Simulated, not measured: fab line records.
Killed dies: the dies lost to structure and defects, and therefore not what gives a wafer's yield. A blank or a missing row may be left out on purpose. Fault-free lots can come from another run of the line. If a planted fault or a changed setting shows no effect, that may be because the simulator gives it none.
Chamber matching | flow nand-harc | 3 sister chambers for NHARC_A_DECK1_JOINT_DEP_16 on pecvd-03
The step deposits SiO2, target thk 45 nm. 14 wafers are shown with their chamber, then 6 later ones without.

## WAFERS WITH THEIR CHAMBER
wafer  | chamber | throttle-valve-pct (%) | heater-power-w (W)
L342.3 | 0       | 15.2                   | 674
L342.5 | 1       | 16.0                   | 554
L342.6 | 0       | 14.9                   | 678
L346.2 | 0       | 15.3                   | 647
L346.3 | 1       | 15.8                   | 499
L346.6 | 0       | 15.4                   | 652
L349.2 | 0       | 15.3                   | 528
L349.3 | 1       | 16.0                   | 511
L349.4 | 1       | 16.2                   | 516
L354.1 | 0       | 15.0                   | 589
L354.2 | 2       | 15.0                   | 487
L354.3 | 1       | 16.0                   | 585
L356.3 | 0       | 15.0                   | 646
L356.4 | 1       | 15.7                   | 510

SIGNATURES (averages over the wafers above)
reading            | chamber 0 | chamber 1 | chamber 2 | scatter within a chamber
throttle-valve-pct | 15.157    | 15.950    | 15.000    | 0.184
heater-power-w     | 630.57    | 529.17    | 487.00    | 45.6
Rule: a wafer lies at a distance from a chamber equal to the root of the sum of squares, over the readings, of (its reading less the chamber's mean, divided by the reading's scatter). The wafer belongs to the nearest chamber; if the next one is less than 2 further off, it can't be placed. How the scatter is found: for the shown wafers, subtract from each reading the mean of its chamber, square and add these, divide the total by (wafers less chambers), then take the root.

## WAFERS WITHOUT THEIR CHAMBER
wafer  | throttle-valve-pct (%) | heater-power-w (W)
L356.6 | 14.8                   | 653
L358.1 | 16.1                   | 557
L358.5 | 15.3                   | 531
L358.6 | 14.9                   | 618
L361.4 | 15.3                   | 626
L361.5 | 15.4                   | 505

## WHICH CHAMBER EACH WENT THROUGH
wafer  | from the rows above          | in truth
L356.6 | can't be placed: 0 or 2      | 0
L358.1 | 1                            | 1
L358.5 | can't be placed: 2 or 0 or 1 | 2
L358.6 | can't be placed: 0 or 2      | 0
L361.4 | 0                            | 0
L361.5 | can't be placed: 2 or 1 or 0 | 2
2 of 6 placed correctly. These rows do not allow placing 4 (true chamber among the candidates in 4). Placed wrongly: 0.
